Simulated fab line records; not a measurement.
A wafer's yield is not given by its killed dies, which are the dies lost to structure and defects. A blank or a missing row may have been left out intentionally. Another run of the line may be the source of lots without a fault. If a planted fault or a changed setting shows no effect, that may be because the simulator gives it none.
Matching of chambers / flow n5-finfet / N5_BEOL_M3_ALD_84 on ald-metal-01 has 4 sister chambers
The step deposits TaN, pulse time 2 s, purge time 3 s, co reactant purge time 2 s. 24 wafers are shown with their chamber, then 12 later ones without.

== WAFERS, EACH WITH ITS CHAMBER ==
wafer=L074.1; chamber=3; heater-power-w (W)=352
wafer=L074.4; chamber=2; heater-power-w (W)=416
wafer=L074.6; chamber=1; heater-power-w (W)=397
wafer=L075.3; chamber=0; heater-power-w (W)=436
wafer=L075.4; chamber=1; heater-power-w (W)=403
wafer=L075.5; chamber=0; heater-power-w (W)=427
wafer=L078.2; chamber=2; heater-power-w (W)=426
wafer=L078.4; chamber=1; heater-power-w (W)=416
wafer=L078.6; chamber=2; heater-power-w (W)=411
wafer=L079.1; chamber=1; heater-power-w (W)=417
wafer=L079.2; chamber=0; heater-power-w (W)=429
wafer=L079.4; chamber=3; heater-power-w (W)=343
wafer=L085.2; chamber=0; heater-power-w (W)=422
wafer=L085.4; chamber=1; heater-power-w (W)=416
wafer=L085.5; chamber=1; heater-power-w (W)=413
wafer=L089.4; chamber=1; heater-power-w (W)=414
wafer=L089.5; chamber=3; heater-power-w (W)=342
wafer=L089.6; chamber=0; heater-power-w (W)=445
wafer=L090.1; chamber=3; heater-power-w (W)=349
wafer=L090.2; chamber=1; heater-power-w (W)=406
wafer=L090.3; chamber=2; heater-power-w (W)=421
wafer=L090.4; chamber=0; heater-power-w (W)=429
wafer=L090.5; chamber=2; heater-power-w (W)=430
wafer=L090.6; chamber=1; heater-power-w (W)=403

SIGNATURES (averages over the wafers above)
reading=heater-power-w; chamber 0=431.33; chamber 1=409.44; chamber 2=420.80; chamber 3=346.50; scatter within a chamber=7.25
Rule: a wafer's distance from a chamber is the root of the sum, over the readings, of the square of ((its reading less the chamber's mean) divided by the reading's scatter). The wafer belongs to the nearest chamber; if the next one is less than 2 further off, it can't be placed. The scatter is the square root of a quotient: the sum, over the shown wafers, of each reading's squared deviation from its chamber's mean, divided by wafers minus chambers.

== WAFERS WITHOUT THEIR CHAMBER ==
wafer=L088.2; heater-power-w (W)=422
wafer=L088.5; heater-power-w (W)=428
wafer=L088.6; heater-power-w (W)=344
wafer=L094.1; heater-power-w (W)=407
wafer=L094.4; heater-power-w (W)=434
wafer=L094.6; heater-power-w (W)=427
wafer=L096.2; heater-power-w (W)=427
wafer=L096.4; heater-power-w (W)=347
wafer=L096.6; heater-power-w (W)=407
wafer=L097.1; heater-power-w (W)=344
wafer=L097.5; heater-power-w (W)=406
wafer=L097.6; heater-power-w (W)=433

== EACH ONE'S CHAMBER ==
wafer=L088.2; from the rows above=can't be placed: 2 or 0 or 1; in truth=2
wafer=L088.5; from the rows above=can't be placed: 0 or 2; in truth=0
wafer=L088.6; from the rows above=3; in truth=3
wafer=L094.1; from the rows above=can't be placed: 1 or 2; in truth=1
wafer=L094.4; from the rows above=can't be placed: 0 or 2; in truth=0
wafer=L094.6; from the rows above=can't be placed: 0 or 2 or 1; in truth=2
wafer=L096.2; from the rows above=can't be placed: 0 or 2 or 1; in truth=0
wafer=L096.4; from the rows above=3; in truth=3
wafer=L096.6; from the rows above=can't be placed: 1 or 2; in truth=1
wafer=L097.1; from the rows above=3; in truth=3
wafer=L097.5; from the rows above=can't be placed: 1 or 2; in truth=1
wafer=L097.6; from the rows above=can't be placed: 0 or 2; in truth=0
Correctly placed: 3 of 12. Unplaceable from these rows: 9, with the true chamber sitting among the candidates in 9. Wrongly placed: 0.
